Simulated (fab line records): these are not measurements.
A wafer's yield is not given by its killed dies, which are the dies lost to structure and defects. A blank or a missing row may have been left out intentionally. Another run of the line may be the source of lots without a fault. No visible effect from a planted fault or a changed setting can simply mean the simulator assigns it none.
Matching of chambers | flow nand harc | pecvd-03 running NHARC_P_M1_PRE_CLEAN_32: 3 sister chambers
The step time 12 s. 14 wafers are shown with their chamber, then 7 later ones without.

== WAFERS PAIRED WITH THEIR CHAMBERS ==
wafer  | chamber | heater power w (W)
L078.4 | 2       | 636
L078.5 | 1       | 647
L078.6 | 0       | 596
L081.2 | 2       | 654
L081.4 | 1       | 719
L081.5 | 2       | 668
L087.1 | 2       | 709
L087.2 | 0       | 663
L087.6 | 1       | 715
L089.2 | 0       | 579
L089.4 | 0       | 563
L089.5 | 2       | 724
L090.1 | 2       | 675
L090.2 | 1       | 689

SIGNATURES (means of the wafers above)
reading        | chamber 0 | chamber 1 | chamber 2 | scatter within a chamber
heater power w | 600.25    | 692.50    | 677.67    | 36.4
Rule: for each reading, subtract the chamber's mean from the wafer's reading, divide by that reading's scatter and square the result; add these up over the readings and take the root, which gives the wafer's distance from the chamber. The wafer belongs to the nearest chamber; if the next one is less than 2 further off, it can't be placed. How the scatter is found: for the shown wafers, subtract from each reading the mean of its chamber, square and add these, divide the total by (wafers less chambers), then take the root.

== WAFERS MISSING THEIR CHAMBER ==
wafer  | heater power w (W)
L090.3 | 683
L095.1 | 705
L095.4 | 684
L095.5 | 641
L096.4 | 673
L096.5 | 716
L096.6 | 637

== WHICH CHAMBER EACH ONE RAN IN ==
wafer  | from the rows above          | in truth
L090.3 | can't be placed: 2 or 1      | 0
L095.1 | can't be placed: 1 or 2      | 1
L095.4 | can't be placed: 2 or 1      | 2
L095.5 | can't be placed: 2 or 0 or 1 | 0
L096.4 | can't be placed: 2 or 1 or 0 | 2
L096.5 | can't be placed: 1 or 2      | 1
L096.6 | can't be placed: 0 or 2 or 1 | 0
Correct placement for 0 of the 7. Cannot be placed on the basis of these rows: 7; the candidates contain the true chamber in 6. 0 placed wrongly.
